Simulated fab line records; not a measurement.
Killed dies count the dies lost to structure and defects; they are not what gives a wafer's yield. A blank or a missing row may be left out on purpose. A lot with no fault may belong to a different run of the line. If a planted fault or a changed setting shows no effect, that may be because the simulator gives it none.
fab line records	flow n5Finfet
record: lots: 8	wafers: 24	lastDay: 18
route steps=1938 shown FIN_SAQP@99 BEOL_M4@1111 PASSIVATION@1936
lots that met no fault: taken from a fault-free run of the same line
startH: the number of hours between the record's first day and the start of the first shown wafer of the lot	waitH: hours from the lot's prior step to this one	" identical to the entry in the row above	L1.1+2: several wafers, shown together as one row	- no value, or no start given	* or withheld: withheld	< > ~ a bound
route shown NAME@n: names a module that has steps shown in the file, with the first one's number in the route	usual: mean/standard deviation of fault-free wafers	same: alike in all rows	chamber/n: place in a boat	sites: each site's reading	_std_site: their standard deviation	_edge_site: the outer-site mean with the inner-site mean subtracted	radiusMm: how far each site lies from the wafer's centre	mask NAME#n: copy n	behind: the tool/chamber that last shaped the wafer	hold: why the lot was held/for how many hours/how that ended	device: transistor that didn't switch, given as n, p or np	end of line: the same wafers' tests at the end of the route	a step without rows: its recipe alone	killed: dies that structure and defects cost at the first sort, which is not the same as the wafer's yield	map: a wafer's dies, marking killed ones x, the rest . and places with no die _
set.NAME: setting as actually run; set.NAME@STEP: the setting as run at that earlier step	model.NAME: the simulator's own value behind a step, which no gauge read
route steps across a sampled set of lots; one table per step, one row per wafer
services: from which hour (startH, from the record's first day; less than 0 if before it) a tool's chamber was out of use, for how many hours, and why
== steps ==
step: N5_FIN_SAQP_PECVD_48
recipe: material: SiNx	targetThkA: 250	tempC: 400	precursor: SiH4/NH3/N2	pressureTorr: 1.5	rfW: 300	timeS: 22.1
usual: heaterPowerW: 806/70	showerheadPlenumPTorr: 5.14/0.062	throttleValvePct: 40.0/1.7
lot.wafer	tool	chamber	startH	waitH	heaterPowerW	showerheadPlenumPTorr	throttleValvePct
L943.1	pecvd-04	2	33.10	0.0	660	5.11	36.7
L943.2	"	0	"	"	830	5.09	40.9
L943.4	"	1	"	"	895	5.18	38.6
L944.1	pecvd-02	0	39.37	0.0	824	5.19	38.1
L944.4	"	1	"	"	769	5.21	42.9
L944.5	"	0	"	"	870	5.19	38.0
L946.1	pecvd-04	0	51.26	0.0	715	5.10	40.8
L946.3	"	2	"	"	781	5.10	36.9
L946.4	"	0	"	"	736	5.09	40.6
L953.1	pecvd-04	0	95.06	0.0	833	5.09	40.8
L953.3	"	2	"	"	724	5.11	37.3
L953.5	"	2	"	"	731	5.11	37.2
L955.1	pecvd-04	0	106.07	0.0	845	5.07	40.4
L955.2	"	1	"	"	851	5.17	38.3
L955.5	"	0	"	"	826	5.09	40.6
L958.3	pecvd-01	0	123.09	0.0	687	5.17	39.6
L958.4	"	0	"	"	678	5.16	39.5
L958.5	"	1	"	"	879	5.05	40.2
L959.2	pecvd-02	0	129.08	0.0	756	5.20	38.3
L959.4	"	2	"	"	701	5.04	41.4
L959.5	"	0	"	"	778	5.20	37.9
L960.3	pecvd-01	1	136.95	0.0	797	5.06	40.0
L960.5	"	2	"	"	880	5.19	41.2
L960.6	"	1	"	"	835	5.05	40.1
step: N5_FIN_SAQP_CD_MEAS_16
recipe: targetCdNm: 35.6	landingEnergyEv: 500	detector: seInlens
usual: cdNm: 35.7/0.32
lot.wafer	tool	chamber	startH	waitH	cdNm
L943.1	cdSem-02	0	33.74	-	35.5
L943.2	"	0	"	"	35.7
L943.4	"	0	"	"	35.4
L944.1	cdSem-01	0	39.86	-	36.6
L944.4	"	0	"	"	36.1
L944.5	"	0	"	"	36.2
L946.1	cdSem-03	0	51.87	-	35.8
L946.3	"	0	"	"	35.9
L946.4	"	0	"	"	36.4
L953.1	cdSem-03	0	95.67	-	35.6
L953.3	"	0	"	"	35.6
L953.5	"	0	"	"	35.4
L955.1	cdSem-03	0	106.61	-	35.8
L955.2	"	0	"	"	35.3
L955.5	"	0	"	"	35.7
L958.3	cdSem-02	0	123.58	-	35.2
L958.4	"	0	"	"	35.5
L958.5	"	0	"	"	35.7
L959.2	cdSem-03	0	129.69	-	35.5
L959.4	"	0	"	"	36.4
L959.5	"	0	"	"	36.1
L960.3	cdSem-02	0	137.60	-	35.8
L960.5	"	0	"	"	35.5
L960.6	"	0	"	"	35.5
step: N5_FIN_SAQP_ETCH_51
recipe: chemistry: CF4	target: SiARC	targetDepthA: 455	maskMaterial: CAR-ArF	timeS: 75.8	ionEnergyEv: 80	pressureMtorr: 40	sourceW: 545	biasW: 36	Ar_flow_sccm: 100	cf4FlowSccm: 100	ends: cleared
usual: biasW: 36.00/0.09	drypumpMotorCurrentA: 5.8/0.43	etchRfOnTimeS: 76.1/1.7	oesProductAu: 0.66/0.053	rfVppV: 184.3/1	showerheadPlenumPTorr: 2.16/0.055	throttleValvePct: 15.66/0.24
lot.wafer	tool	chamber	startH	waitH	biasW	drypumpMotorCurrentA	etchRfOnTimeS	oesProductAu	rfHoursCounterH	rfVppV	showerheadPlenumPTorr	throttleValvePct
L943.1	rieDiel-02	3	33.87	0.0	36.12	5.2	75.2	0.64	140	185.5	2.17	15.51
L943.2	"	2	"	"	36.11	6.6	74.7	0.68	131	186.2	2.24	15.93
L943.4	"	1	"	"	36.01	5.8	73.7	0.71	109	185.5	2.15	15.67
L944.1	rieDiel-02	3	39.99	0.0	36.04	5.2	75.5	0.65	142	184.4	2.16	15.52
L944.4	"	2	"	"	35.88	6.7	75.4	0.67	133	184.9	2.24	15.93
L944.5	"	3	"	"	36.13	5.2	75.8	0.64	-	183.3	2.17	15.51
L946.1	rieDiel-02	1	52.00	0.0	35.89	5.8	74.1	0.69	115	185.6	2.15	15.66
L946.3	"	3	"	"	35.90	5.2	76.4	0.64	146	183.9	2.16	15.53
L946.4	"	1	"	"	35.97	5.8	74.8	0.69	-	184.1	2.15	15.70
L953.1	rieDiel-02	3	95.81	0.0	36.12	5.2	75.9	0.63	165	184.6	2.16	15.56
L953.3	"	2	"	"	36.00	6.6	74.0	0.66	144	186.7	2.24	15.96
L953.5	"	2	"	"	35.96	6.6	74.8	0.66	-	185.3	2.24	15.97
L955.1	rieDiel-04	1	107.02	0.0	36.05	5.6	74.5	0.74	57	184.3	2.17	15.63
L955.2	"	3	"	"	36.13	5.6	73.9	0.61	229	184.6	2.21	16.09
L955.5	"	2	"	"	35.97	6.0	77.9	0.69	-	185.7	2.16	15.25
L958.3	rieDiel-01	2	123.71	0.0	35.94	5.6	78.9	0.67	87	184.3	2.06	15.56
L958.4	"	1	"	"	36.04	6.2	76.1	0.74	52	183.1	2.18	15.68
L958.5	"	0	"	"	35.82	5.9	78.7	0.63	-	183.1	2.05	15.42
L959.2	rieDiel-02	1	129.82	0.0	35.98	5.8	75.6	0.66	140	183.5	2.14	15.73
L959.4	"	2	"	"	36.10	6.6	75.7	0.65	157	185.1	2.24	15.98
L959.5	"	2	"	"	36.04	6.6	76.3	0.64	-	184.5	2.24	15.99
L960.3	rieDiel-04	2	137.78	0.0	36.04	5.9	76.8	0.69	80	183.7	2.16	15.28
L960.5	"	1	"	"	35.92	5.6	74.0	0.71	-	184.0	2.17	15.67
L960.6	"	2	"	"	35.95	6.0	77.5	0.69	-	185.6	2.16	15.28
step: N5_FIN_SAQP_ETCH_57
recipe: chemistry: CH3F/O2	target: SiNx	maskMaterial: SiO2	targetDepthA: 325	timeS: 46.4	pressureMtorr: 30	sourceW: 395	biasW: 73	Ar_flow_sccm: 150	CH3F_flow_sccm: 30	O2_flow_sccm: 20	ionEnergyEv: 120	ends: cleared
usual: biasW: 73.02/0.23	drypumpMotorCurrentA: 5.9/0.47	etchRfOnTimeS: 46.3/0.92	oesProductAu: 0.67/0.055	rfVppV: 296/4.4	showerheadPlenumPTorr: 2.02/0.056	throttleValvePct: 16.42/0.24
lot.wafer	tool	chamber	startH	waitH	biasW	drypumpMotorCurrentA	etchRfOnTimeS	oesProductAu	rfHoursCounterH	rfVppV	showerheadPlenumPTorr	throttleValvePct
L943.1	rieDiel-04	3	35.91	0.0	73.35	5.6	46.0	0.62	201	304	2.08	16.73
L943.2	"	1	"	"	73.09	5.5	45.3	0.77	31	296	2.05	16.40
L943.4	"	0	"	"	72.99	5.3	47.3	0.65	151	289	2.01	16.31
L944.1	rieDiel-02	1	42.35	0.1	72.86	5.9	44.9	0.69	112	294	2.02	16.47
L944.4	"	0	"	"	73.11	6.1	47.1	0.60	231	295	2.08	16.72
L944.5	"	0	"	"	73.09	6.2	45.3	0.60	-	295	2.08	16.72
L946.1	rieDiel-01	0	54.05	0.0	73.19	5.9	47.6	0.66	124	292	1.92	16.12
L946.3	"	3	"	"	72.68	6.7	46.7	0.62	184	302	2.08	16.60
L946.4	"	1	"	"	73.11	6.2	46.1	0.77	34	302	2.04	16.33
L953.1	rieDiel-01	0	97.93	0.0	73.23	5.9	47.0	0.65	140	291	1.92	16.14
L953.3	"	2	"	"	73.27	5.6	46.5	0.69	78	297	1.93	16.29
L953.5	"	1	"	"	73.18	6.2	55.5	0.75	-	301	2.04	16.40
L955.1	rieDiel-01	0	109.26	0.0	73.31	5.9	46.5	0.64	145	291	1.92	16.15
L955.2	"	3	"	"	72.78	6.8	55.8	0.62	205	302	2.07	16.63
L955.5	"	3	"	"	72.80	6.7	56.6	0.62	-	303	2.07	16.64
L958.3	rieDiel-02	3	125.88	0.1	72.99	5.2	45.7	0.61	176	296	2.01	16.28
L958.4	"	1	"	"	72.79	5.8	45.9	0.67	139	293	2.01	16.52
L958.5	"	2	"	"	73.38	6.7	46.4	0.65	-	295	2.10	16.80
L959.2	rieDiel-04	0	132.06	0.0	72.97	5.3	46.4	0.61	188	289	2.00	16.38
L959.4	"	1	"	"	72.80	5.5	46.5	0.72	66	297	2.03	16.48
L959.5	"	1	"	"	73.27	5.5	46.2	0.72	-	295	2.03	16.46
L960.3	rieDiel-01	1	140.52	0.1	72.68	6.2	46.0	0.74	58	303	2.03	16.41
L960.5	"	3	"	"	72.79	6.7	46.0	0.61	-	303	2.07	16.66
L960.6	"	0	"	"	73.18	5.9	46.9	0.63	-	290	1.91	16.17
step: N5_FIN_SAQP_ETCH_67
recipe: chemistry: CH3F/O2	target: SiNx	targetDepthA: 300	maskMaterial: SOC	pressureMtorr: 30	sourceW: 395	biasW: 73	Ar_flow_sccm: 150	CH3F_flow_sccm: 30	O2_flow_sccm: 20	ionEnergyEv: 120
usual: biasW: 73.00/0.22	drypumpMotorCurrentA: 5.8/0.44	oesProductAu: 0.78/0.068	rfVppV: 296/4.1	showerheadPlenumPTorr: 2.03/0.046	throttleValvePct: 16.44/0.24
lot.wafer	tool	chamber	startH	waitH	biasW	drypumpMotorCurrentA	oesProductAu	rfHoursCounterH	rfVppV	showerheadPlenumPTorr	throttleValvePct
L943.1	rieDiel-04	1	36.64	0.0	73.16	5.5	0.90	31	297	2.05	16.42
L943.2	"	2	"	"	73.31	6.0	0.86	45	294	2.04	15.99
L943.4	"	0	"	"	73.23	5.3	0.75	151	288	2.01	16.32
L944.1	rieDiel-02	0	43.14	0.0	73.14	6.2	0.70	232	295	2.08	16.74
L944.4	"	2	"	"	73.21	6.6	0.78	135	296	2.11	16.78
L944.5	"	2	"	"	72.92	6.6	0.78	-	296	2.11	16.78
L946.1	rieDiel-04	2	54.90	0.0	73.01	6.0	0.83	51	296	2.03	16.02
L946.3	"	0	"	"	73.27	5.3	0.74	158	289	2.00	16.33
L946.4	"	1	"	"	72.84	5.5	0.88	38	297	2.04	16.43
L953.1	rieDiel-04	0	98.75	0.0	73.03	5.3	0.73	175	289	2.00	16.36
L953.3	"	1	"	"	72.87	5.5	0.87	54	296	2.04	16.46
L953.5	"	1	"	"	72.69	5.5	0.85	-	294	2.04	16.45
L955.1	rieDiel-02	1	109.99	0.0	73.08	5.8	0.79	134	293	2.01	16.54
L955.2	"	2	"	"	72.78	6.6	0.76	152	293	2.11	16.79
L955.5	"	1	"	"	73.34	5.8	0.79	-	294	2.01	16.53
L958.3	rieDiel-04	0	126.64	0.0	73.38	5.3	0.72	185	287	2.00	16.39
L958.4	"	1	"	"	72.88	5.6	0.85	63	295	2.04	16.47
L958.5	"	2	"	"	72.77	6.0	0.81	-	295	2.03	16.05
L959.2	rieDiel-01	0	132.83	0.0	73.25	5.9	0.75	153	293	1.91	16.20
L959.4	"	1	"	"	73.31	6.2	0.88	56	302	2.03	16.44
L959.5	"	1	"	"	72.98	6.2	0.87	-	303	2.03	16.43
L960.3	rieDiel-04	2	141.25	0.0	73.02	5.9	0.81	81	296	2.02	16.07
L960.5	"	1	"	"	73.17	5.5	0.84	-	294	2.03	16.49
L960.6	"	0	"	"	73.23	5.3	0.71	-	288	1.99	16.40
step: N5_BEOL_M4_RC_MEAS_101
usual: DIBL_N: 36.1/1.6	DIBL_P: 35.8/2.1	IOFF_N: 0.16/0.031	IOFF_P: 0.21/0.034	ION_N: 673/12	ION_P: 461/7.2	SS_N: 71.4/0.59	SS_P: 73.3/0.63	VT_N: 250/3.1	VT_P: -250/3.3
lot.wafer	tool	chamber	startH	waitH	DIBL_N[mV/V]	DIBL_P[mV/V]	IOFF_N[nA/um]	IOFF_P[nA/um]	ION_N[uA/um]	ION_P[uA/um]	SS_N[mV/dec]	SS_P[mV/dec]	VT_N[mV]	VT_P[mV]
L944.1	prober-02	0	180.90	0.0	34.4	35.0	0.13	0.17	658	451	70.6	73.4	253	-252
L944.4	"	0	"	"	36.0	36.9	0.16	0.21	686	467	71.6	73.6	250	-251
L944.5	"	0	"	"	36.2	36.9	0.16	0.20	670	457	71.4	73.9	250	-253
L943.1	prober-02	0	186.04	0.0	34.3	33.2	0.11	0.15	661	454	71.0	72.4	254	-255
L943.2	"	0	"	"	35.6	35.8	0.13	0.19	663	458	70.2	73.4	251	-254
L943.4	"	0	"	"	35.1	33.9	0.12	0.16	661	460	71.0	72.8	254	-254
L946.1	prober-01	0	202.86	0.0	39.2	40.4	0.20	0.27	688	470	71.9	74.5	246	-246
L946.3	"	0	"	"	37.8	38.3	0.17	0.25	676	465	71.4	74.2	248	-245
L946.4	"	0	"	"	38.8	38.2	0.19	0.24	675	461	72.3	73.5	252	-248
L953.1	prober-01	0	250.77	0.0	36.6	36.1	0.16	0.22	667	463	71.8	73.7	249	-248
L953.3	"	0	"	"	36.2	34.7	0.15	0.19	665	457	71.3	72.7	253	-249
L953.5	"	0	"	"	33.7	32.1	0.12	0.16	658	448	70.5	72.8	252	-251
L955.1	prober-02	0	253.84	0.0	37.1	36.5	0.18	0.21	686	469	72.0	73.1	246	-251
L955.2	"	0	"	"	35.9	36.2	0.16	0.21	676	464	71.6	73.7	247	-252
L955.5	"	0	"	"	36.5	36.0	0.17	0.21	678	460	71.8	73.5	248	-252
L959.2	prober-01	0	281.00	0.2	36.2	36.4	0.15	0.20	669	461	70.9	73.8	250	-251
L959.4	"	0	"	"	35.7	36.7	0.14	0.20	673	465	71.5	73.3	251	-250
L959.5	"	0	"	"	38.9	39.9	0.20	0.25	676	463	72.4	74.3	246	-247
L960.3	prober-01	0	284.45	0.3	34.9	34.4	0.14	0.20	658	457	71.2	72.8	252	-249
L960.5	"	0	"	"	34.4	33.1	0.12	0.17	654	450	70.5	72.2	254	-253
L960.6	"	0	"	"	35.2	34.6	0.13	0.20	660	454	71.1	73.1	251	-250
L958.3	prober-01	0	320.46	0.3	36.0	35.9	0.17	0.24	672	463	71.7	73.3	250	-246
L958.4	"	0	"	"	35.1	33.0	0.16	0.19	687	470	71.0	72.7	248	-250
L958.5	"	0	"	"	37.1	36.0	0.18	0.23	669	461	71.3	73.4	246	-248
step: N5_PASSIVATION_PROBE_49
usual: defectLimitedYield: 91.0/1.5	killed_at_M0_to_M3: 35/11	killed_at_M4_up: 13/6	killedAtContacts: 14/6.5	killedAtFrontEnd: 40/12	killedAtOther: 4/3.4	killedDies: 106/18	killedOpen: 68/14	killedShort: 35/7.7	sort_bin_5_function: 5.2/0.98	sort_bin_6_memory: 3.4/0.72	sortNPass: 1074/18	sortYieldPct: 91.0/1.5
same: grossDies: 1180	killedAtBackSide: 0	sort_bin_4_leakage[%]: 0	sort_bin_8_speed[%]: 0
lot.wafer	tool	chamber	startH	waitH	defectLimitedYield[%]	killed_at_M0_to_M3	killed_at_M4_up	killedAtContacts	killedAtFrontEnd	killedAtOther	killedDies	killedOpen	killedShort	sort_bin_5_function[%]	sort_bin_6_memory[%]	sortNPass	sortYieldPct[%]
L944.1	prober-02	-	286.79	0.0	89.7	49	9	19	37	7	121	75	46	5.8	3.8	1059	89.7
L944.4	prober-02	-	286.94	0.2	91.8	49	11	13	22	2	97	57	40	5.0	2.7	1083	91.8
L944.5	prober-02	-	286.99	0.2	87.5	85	13	13	36	0	147	81	66	6.7	5.2	1033	87.5
L943.1	prober-02	-	292.65	0.0	92.4	22	7	11	42	8	90	61	29	4.2	3.1	1090	92.4
L943.2	prober-02	-	292.70	0.1	89.2	50	7	16	53	1	127	81	43	6.8	3.7	1053	89.2
L943.4	prober-02	-	292.80	0.2	91.5	34	12	13	38	3	100	62	32	4.7	3.5	1080	91.5
L946.1	prober-01	-	301.67	0.0	89.7	43	15	19	42	3	122	76	46	6.0	3.8	1058	89.7
L946.3	prober-01	-	301.77	0.1	93.0	31	9	13	27	3	83	52	30	3.8	3.0	1097	93.0
L946.4	prober-01	-	301.82	0.2	90.8	34	19	13	35	7	108	64	44	4.6	4.2	1072	90.8
L953.1	prober-01	-	357.07	0.0	91.6	31	10	23	31	4	99	66	32	5.1	3.3	1081	91.6
L953.3	prober-01	-	357.17	0.1	92.5	22	16	9	40	1	88	60	24	4.7	2.5	1092	92.5
L953.5	prober-01	-	357.27	0.2	92.5	20	15	20	28	6	89	58	29	3.7	3.6	1091	92.5
L955.1	prober-01	-	366.52	0.0	92.7	33	18	10	23	2	86	58	25	4.6	2.5	1094	92.7
L955.2	prober-01	-	366.57	0.1	91.6	30	12	14	42	1	99	63	35	5.1	2.8	1081	91.6
L955.5	prober-01	-	366.72	0.2	92.1	32	13	8	38	2	93	59	31	3.8	3.8	1087	92.1
L960.3	prober-01	-	382.26	0.1	92.5	34	10	11	31	3	89	55	28	4.7	2.5	1091	92.5
L960.5	prober-01	-	382.36	0.2	90.6	42	11	12	37	9	111	75	33	6.0	3.2	1069	90.6
L960.6	prober-01	-	382.41	0.3	93.2	22	11	18	26	3	80	45	30	3.5	3.0	1100	93.2
L959.2	prober-01	-	386.93	0.1	91.6	48	12	5	32	2	99	62	36	5.2	3.0	1081	91.6
L959.4	prober-01	-	387.03	0.2	91.2	31	10	7	50	6	104	67	35	5.4	3.3	1076	91.2
L959.5	prober-01	-	387.08	0.2	90.3	39	9	7	49	11	115	59	50	5.4	3.7	1065	90.3
L958.3	prober-02	-	425.48	0.1	89.2	38	35	15	39	0	127	91	33	6.8	3.6	1053	89.2
L958.4	prober-02	-	425.53	0.2	91.0	37	19	10	36	4	106	76	29	5.1	3.8	1074	91.0
L958.5	prober-02	-	425.58	0.2	87.9	58	23	12	49	1	143	102	34	7.5	4.0	1037	87.9
killed by level:class
L944.1 BEOL_M0_SAQP:geometricParticle:short=21 MOL_CONTACT_COAG:geometricParticle:open=15 BEOL_M0_SAQP:geometricParticle:open=13 STI_FIN_REVEAL:geometricParticle:open=7 BEOL_M0:geometricParticle:open=7 GATE_CUT:geometricParticle:open=6 FIN_SAQP:geometricParticle:short=5 STARTING-WAFER:geometricParticle:short=5
L944.4 BEOL_M0_SAQP:geometricParticle:open=15 BEOL_M0_SAQP:geometricParticle:short=13 MOL_CONTACT_COAG:geometricParticle:open=10 BEOL_M2:geometricParticle:open=7 FIN_SAQP:geometricParticle:short=5 GATE_CUT:geometricParticle:short=5 MOL_CONTACT_COAG:geometricParticle:short=3 BEOL_M0:geometricParticle:open=3
L944.5 BEOL_M0_SAQP:geometricParticle:open=33 BEOL_M0_SAQP:geometricParticle:short=31 MOL_CONTACT_COAG:geometricParticle:open=10 GATE_CUT:geometricParticle:short=8 DUMMY_GATE:geometricParticle:open=6 FIN_SAQP:geometricParticle:short=5 BEOL_M0:geometricParticle:short=5 BEOL_M2:geometricParticle:open=5
L943.1 FIN_SAQP:geometricParticle:open=15 MOL_CONTACT_COAG:geometricParticle:open=9 BEOL_M0_SAQP:geometricParticle:short=8 DUMMY_GATE:geometricParticle:open=7 BEOL_M2:geometricParticle:open=7 FIN_SAQP:geometricParticle:short=5 BEOL_M0_SAQP:geometricParticle:open=5 STI_FIN_REVEAL:geometricParticle:open=4
L943.2 BEOL_M0_SAQP:geometricParticle:open=15 MOL_CONTACT_COAG:geometricParticle:open=14 STI_FIN_REVEAL:geometricParticle:open=13 GATE_CUT:geometricParticle:short=13 BEOL_M2:geometricParticle:open=13 STI_FIN_REVEAL:geometricParticle:short=7 BEOL_M0_SAQP:geometricParticle:short=6 BEOL_M2:geometricParticle:short=6
L943.4 FIN_SAQP:geometricParticle:open=15 BEOL_M2:geometricParticle:open=11 MOL_CONTACT_COAG:geometricParticle:open=9 BEOL_M0_SAQP:geometricParticle:short=8 BEOL_M0_SAQP:geometricParticle:open=7 DUMMY_GATE:geometricParticle:open=5 BEOL_M2:geometricParticle:short=5 MOL_CONTACT_COAG:geometricParticle:short=4
L946.1 MOL_CONTACT_COAG:geometricParticle:open=12 BEOL_M2:geometricParticle:open=11 FIN_SAQP:geometricParticle:short=10 FIN_SAQP:geometricParticle:open=10 BEOL_M0_SAQP:geometricParticle:open=9 BEOL_M4:geometricParticle:open=9 BEOL_M1:geometricParticle:open=8 MOL_CONTACT_COAG:geometricParticle:short=7
L946.3 MOL_CONTACT_COAG:geometricParticle:open=10 FIN_SAQP:geometricParticle:short=9 BEOL_M2:geometricParticle:open=9 FIN_SAQP:geometricParticle:open=7 BEOL_M0_SAQP:geometricParticle:open=6 BEOL_M0_SAQP:geometricParticle:short=5 BEOL_M3:geometricParticle:open=5 MOL_CONTACT_COAG:geometricParticle:short=3
L946.4 FIN_SAQP:geometricParticle:open=12 FIN_SAQP:geometricParticle:short=12 MOL_CONTACT_COAG:geometricParticle:open=11 BEOL_M0_SAQP:geometricParticle:short=8 BEOL_M2:geometricParticle:open=8 BEOL_M1:geometricParticle:open=7 BEOL_M0_SAQP:geometricParticle:open=6 BEOL_M4:geometricParticle:open=6
L953.1 MOL_CONTACT_COAG:geometricParticle:open=21 BEOL_M1:geometricParticle:open=8 FIN_SAQP:geometricParticle:open=7 GATE_CUT:geometricParticle:short=6 BEOL_M4:geometricParticle:open=5 FIN_SAQP:geometricParticle:short=4 DUMMY_GATE:geometricParticle:open=4 GATE_CUT:geometricParticle:open=4
L953.3 BEOL_M4:geometricParticle:open=12 FIN_SAQP:geometricParticle:short=11 MOL_CONTACT_COAG:geometricParticle:open=8 BEOL_M0_SAQP:geometricParticle:open=8 GATE_CUT:geometricParticle:open=7 FIN_SAQP:geometricParticle:open=6 BEOL_M2:geometricParticle:open=5 DUMMY_GATE:geometricParticle:open=3
L953.5 MOL_CONTACT_COAG:geometricParticle:open=16 BEOL_M0:geometricParticle:open=7 FIN_SAQP:geometricParticle:short=6 DUMMY_GATE:geometricParticle:open=4 GATE_CUT:geometricParticle:open=4 BEOL_M3:geometricParticle:open=4 BEOL_M4:geometricParticle:open=4 FIN_SAQP:geometricParticle:open=3
L955.1 BEOL_M0_SAQP:geometricParticle:open=10 MOL_CONTACT_COAG:geometricParticle:open=9 BEOL_M1:geometricParticle:open=8 BEOL_M0_SAQP:geometricParticle:short=6 STI_FIN_REVEAL:geometricParticle:open=5 BEOL_M6:geometricParticle:open=4 BEOL_M5:geometricParticle:open=4 STARTING-WAFER:geometricParticle:short=4
L955.2 STI_FIN_REVEAL:geometricParticle:open=12 MOL_CONTACT_COAG:geometricParticle:open=8 DUMMY_GATE:geometricParticle:open=7 BEOL_M1:geometricParticle:open=7 BEOL_M0_SAQP:geometricParticle:short=7 MOL_CONTACT_COAG:geometricParticle:short=6 BEOL_M0_SAQP:geometricParticle:open=6 BEOL_M3:geometricParticle:open=6
L955.5 STI_FIN_REVEAL:geometricParticle:open=11 BEOL_M3:geometricParticle:open=9 BEOL_M0_SAQP:geometricParticle:open=8 MOL_CONTACT_COAG:geometricParticle:open=7 BEOL_M5:geometricParticle:open=6 FIN_SAQP:geometricParticle:short=5 GATE_CUT:geometricParticle:short=5 FIN_SAQP:geometricParticle:open=3
L960.3 BEOL_M0:geometricParticle:open=8 BEOL_M2:geometricParticle:open=7 MOL_CONTACT_COAG:geometricParticle:open=6 BEOL_M0_SAQP:geometricParticle:short=4 BEOL_M0_SAQP:geometricParticle:open=4 BEOL_M3:geometricParticle:open=4 FIN_SAQP:geometricParticle:short=3 DUMMY_GATE:geometricParticle:open=3
L960.5 STI_FIN_REVEAL:geometricParticle:open=9 MOL_CONTACT_COAG:geometricParticle:open=9 BEOL_M2:geometricParticle:open=9 BEOL_M0_SAQP:geometricParticle:open=8 BEOL_M1:geometricParticle:open=8 DUMMY_GATE:geometricParticle:open=6 BEOL_M0_SAQP:geometricParticle:short=5 BEOL_M1:geometricParticle:short=5
L960.6 MOL_CONTACT_COAG:geometricParticle:open=14 BEOL_M0_SAQP:geometricParticle:short=6 BEOL_M0:geometricParticle:open=5 BEOL_M4:geometricParticle:open=5 DUMMY_GATE:geometricParticle:open=4 ILD0:geometricParticle:short=4 MOL_CONTACT_COAG:geometricParticle:short=4 STI_FIN_REVEAL:geometricParticle:open=3
L959.2 BEOL_M0_SAQP:geometricParticle:short=21 BEOL_M0_SAQP:geometricParticle:open=16 STI_FIN_REVEAL:geometricParticle:open=13 BEOL_M4:geometricParticle:open=6 BEOL_M1:geometricParticle:open=5 FIN_SAQP:geometricParticle:short=4 MOL_CONTACT_COAG:geometricParticle:open=4 STARTING-WAFER:geometricParticle:open=4
L959.4 STI_FIN_REVEAL:geometricParticle:open=12 FIN_SAQP:geometricParticle:short=9 DUMMY_GATE:geometricParticle:open=9 BEOL_M0_SAQP:geometricParticle:open=9 BEOL_M0_SAQP:geometricParticle:short=7 FIN_SAQP:geometricParticle:open=6 BEOL_M2:geometricParticle:open=5 MOL_CONTACT_COAG:geometricParticle:open=4
L959.5 BEOL_M0_SAQP:geometricParticle:short=16 FIN_SAQP:geometricParticle:short=10 BEOL_M0_SAQP:geometricParticle:open=7 FIN_SAQP:geometricParticle:open=6 MOL_CONTACT_COAG:geometricParticle:open=6 BEOL_M1:geometricParticle:open=6 DUMMY_GATE:geometricParticle:open=5 PASS1_CAP:geometricParticle:short=5
L958.3 BEOL_M4:geometricParticle:open=26 MOL_CONTACT_COAG:geometricParticle:open=13 FIN_SAQP:geometricParticle:short=9 BEOL_M0_SAQP:geometricParticle:open=8 BEOL_M3:geometricParticle:open=8 FIN_SAQP:geometricParticle:open=7 BEOL_M2:geometricParticle:open=7 BEOL_M3:geometricParticle:short=5
L958.4 BEOL_M4:geometricParticle:open=13 BEOL_M3:geometricParticle:open=12 FIN_SAQP:geometricParticle:open=8 MOL_CONTACT_COAG:geometricParticle:open=7 STI_FIN_REVEAL:geometricParticle:open=6 BEOL_M1:geometricParticle:open=6 BEOL_M2:geometricParticle:open=6 GATE_CUT:geometricParticle:short=5
L958.5 BEOL_M3:geometricParticle:open=20 BEOL_M4:geometricParticle:open=15 BEOL_M1:geometricParticle:open=12 MOL_CONTACT_COAG:geometricParticle:open=10 STI_FIN_REVEAL:geometricParticle:open=9 FIN_SAQP:geometricParticle:short=7 BEOL_M2:geometricParticle:open=7 DUMMY_GATE:geometricParticle:open=6
== services ==
tool	chamber	startH	hours	kind
rieDiel-01	2	9.58	6.9	repair
pecvd-01	2	9.87	8.6	repair
rieDiel-01	3	12.47	18.8	repair
pecvd-01	0	29.28	4.6	scheduledDown
pecvd-02	0	29.73	4.2	repair
pecvd-04	0	33.68	12.9	repair
rieDiel-02	-	46.23	2.8	pm
rieDiel-02	2	49.88	22.3	repair
pecvd-01	1	58.75	2.1	scheduledDown
pecvd-04	2	59.34	2.1	scheduledDown
rieDiel-02	1	60.94	12.0	repair
pecvd-02	0	64.49	2.1	scheduledDown
rieDiel-01	1	68.06	6.8	repair
pecvd-04	2	83.32	2.2	repair
pecvd-01	-	89.84	28.1	pm
rieDiel-02	0	91.12	-	clean
rieDiel-02	0	91.12	-	consumableReplace:focusRing
rieDiel-02	0	91.12	16.2	scheduledDown
rieDiel-02	0	91.12	16.2	ventCycle
rieDiel-01	1	98.46	4.6	repair
pecvd-04	2	103.97	5.5	scheduledDown
pecvd-01	0	131.43	10.7	repair
== key ==
firstSign: step: N5_FIN_SAQP_ETCH_57	reading: etchRfOnTimeS	direction: up	sigmas: 11	usual: *	struck: *
effect none on later readings
metAt N5_FIN_SAQP_PECVD_48
struckLots L953,L955
struckWafers L953.5,L955.2,L955.5
notActingAt N5_FIN_SAQP_CD_MEAS_16,N5_FIN_SAQP_ETCH_51,N5_FIN_SAQP_ETCH_67
onsetBetween 51.26 95.06
fault: kind: processParameterDrift	tool: pecvd-04	chamber: -	onsetH: 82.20	steps: N5_FIN_SAQP_PECVD_48	channel: timeS	offset: *	shape: step	endH: 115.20	scope: struckWafersOnly	actsIn: *	stated: *
